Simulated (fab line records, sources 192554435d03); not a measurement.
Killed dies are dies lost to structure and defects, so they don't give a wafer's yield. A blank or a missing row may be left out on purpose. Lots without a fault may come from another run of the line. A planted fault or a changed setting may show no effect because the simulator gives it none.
A struck lot beside a sound one | flow n5_finfet | 15 steps out of a route of 1938
Sound: wafers L717.1, L717.4, L717.5. Struck: wafer L731.6. The cause comes at the end.
At each step with rows: each side's tool, then ch and its chambers, then its first start. Under that, the readings that differ: sound wafers | struck wafers | difference of the means | sigmas: that difference in standard deviations of wafers without a fault.
alike: readings whose means differ by less than 2 such deviations, and words and numbers that are the same on both sides. not compared: withheld readings, readings that some wafer has no value for, bounds like >300 that may hide the same value, and numbers for which the record gives no deviation and whose values overlap.
The two part at a step that has a row with sigmas, a row that says differs or no value, or rows on one side only. Numbers that don't overlap but have no deviation are shown without sigmas and don't part them. A reading that every wafer of one side lacks parts them only if that side has two wafers or more.

first, 4 steps without rows for these wafers: N5_PMOS_HMC_CHANNEL_EPI_SOFTBAKE_04 (time 60 s); N5_PMOS_HMC_CHANNEL_EPI_EXPOSE_06 (exposes mask PMOS HMC BLK, target cd 240 nm); N5_PMOS_HMC_CHANNEL_EPI_PEB_07 (peb time 60 s); N5_PMOS_HMC_CHANNEL_EPI_DEVELOP_08 (develop time 30 s).
N5_PMOS_HMC_CHANNEL_EPI_CD_MEAS_09: target cd 237.4 nm.
  sound on cd_sem-02 ch 0, day 2 11:25; struck on cd_sem-01 ch 0, day 5 23:32
  alike: cd_nm
N5_PMOS_HMC_CHANNEL_EPI_OVL_MEAS_10:
  sound on overlay-01 ch 0, day 2 11:27; struck on overlay-02 ch 0, day 5 23:34
  alike: PMOS_HMC_BLK_OVL
N5_PMOS_HMC_CHANNEL_EPI_INSPECT_11: inspects for defects (macro).
  sound on defect_inspect-01, day 2 11:28; struck on defect_inspect-02, day 5 23:35
  alike: raw_defect_count
N5_PMOS_HMC_CHANNEL_EPI_DESCUM_14: chemistry O2, time 7.9 s.
  sound on rie_diel-06 ch 0,2,3, day 2 11:31; struck on rie_diel-06 ch 2, day 5 23:38
  alike: bias_power_w, drypump_motor_current_A, oes_product_au, rf_fwd_power_W, rf_vpp_V, showerhead_plenum_p_Torr, throttle_valve_pct
  not compared: rf_hours_counter_h
N5_PMOS_HMC_CHANNEL_EPI_ETCH_32: etches BARC in N2/H2, stops on SiO2, target depth 85.8 nm, time 50.3 s.
  sound on rie_diel-06 ch 0,2,3, day 2 11:32; struck on rie_diel-06 ch 2, day 5 23:41
  reading    | sound             | struck | difference | sigmas
  bias_w (W) | 150.5 150.5 150.0 | 148.7  | -1.6       | -3
  alike: drypump_motor_current_A, oes_product_au, rf_fwd_power_W, rf_vpp_V, showerhead_plenum_p_Torr, throttle_valve_pct
  not compared: rf_hours_counter_h
N5_PMOS_HMC_CHANNEL_EPI_HM_OPEN_15: chemistry CHF3/O2, target SiO2, target depth 40.6 nm, time 20.3 s.
  sound on rie_diel-06 ch 0,2,3, day 2 11:35; struck on rie_diel-06 ch 2, day 5 23:44
  alike: drypump_motor_current_A, oes_o_777_au, oes_product_au, rf_fwd_power_W, rf_vpp_V, showerhead_plenum_p_Torr, throttle_valve_pct
  not compared: rf_hours_counter_h
N5_PMOS_HMC_CHANNEL_EPI_STRIP_33: strips in N2/H2.
  sound on rie_diel-06 ch 0,2,3, day 2 11:38; struck on rie_diel-06 ch 2, day 5 23:46
  reading      | sound          | struck | difference | sigmas
  rf_vpp_V (V) | 51.2 55.9 52.7 | 56.8   | +3.5       | +2
  alike: bias_power_w, drypump_motor_current_A, oes_product_au, showerhead_plenum_p_Torr, throttle_valve_pct
  not compared: rf_hours_counter_h
then, 1 step without rows for these wafers: N5_PMOS_HMC_CHANNEL_EPI_STRIP_17 (strips in SPM, time 750 s).
N5_PMOS_HMC_CHANNEL_EPI_ETCH_38: etches SiO2 in CF4, target depth 1.5 nm.
  sound on rie_si-03 ch 0,2, day 2 11:56; struck on rie_si-05 ch 3, day 6 00:05
  reading    | sound             | struck | difference | sigmas
  bias_w (W) | 402.2 401.6 401.1 | 430.9  | +29.3      | +23
  alike: drypump_motor_current_A, oes_product_au, rf_fwd_power_W, throttle_valve_pct
  not compared: rf_hours_counter_h
N5_PMOS_HMC_CHANNEL_EPI_FIN_RECESS_16: chemistry HBr/Cl2, target Si, target depth 54 nm, time 18 s.
  sound on rie_si-03 ch 0,2, day 2 11:58; struck on rie_si-05 ch 3, day 6 00:08
  reading            | sound             | struck | difference | sigmas
  rf_fwd_power_W (W) | 794.2 794.7 801.1 | 789.2  | -7.5       | -3
  alike: drypump_motor_current_A, mfc_cl2_sccm, oes_product_au, throttle_valve_pct
  not compared: rf_hours_counter_h
N5_PASSIVATION_PROBE_49:
  the record has rows for the sound wafers here (prober-02, day 12 19:43) and none for the struck ones

WHERE THEY PART
First at N5_PMOS_HMC_CHANNEL_EPI_ETCH_32; last, within this record, at N5_PASSIVATION_PROBE_49.

WHY: what the simulator had put in
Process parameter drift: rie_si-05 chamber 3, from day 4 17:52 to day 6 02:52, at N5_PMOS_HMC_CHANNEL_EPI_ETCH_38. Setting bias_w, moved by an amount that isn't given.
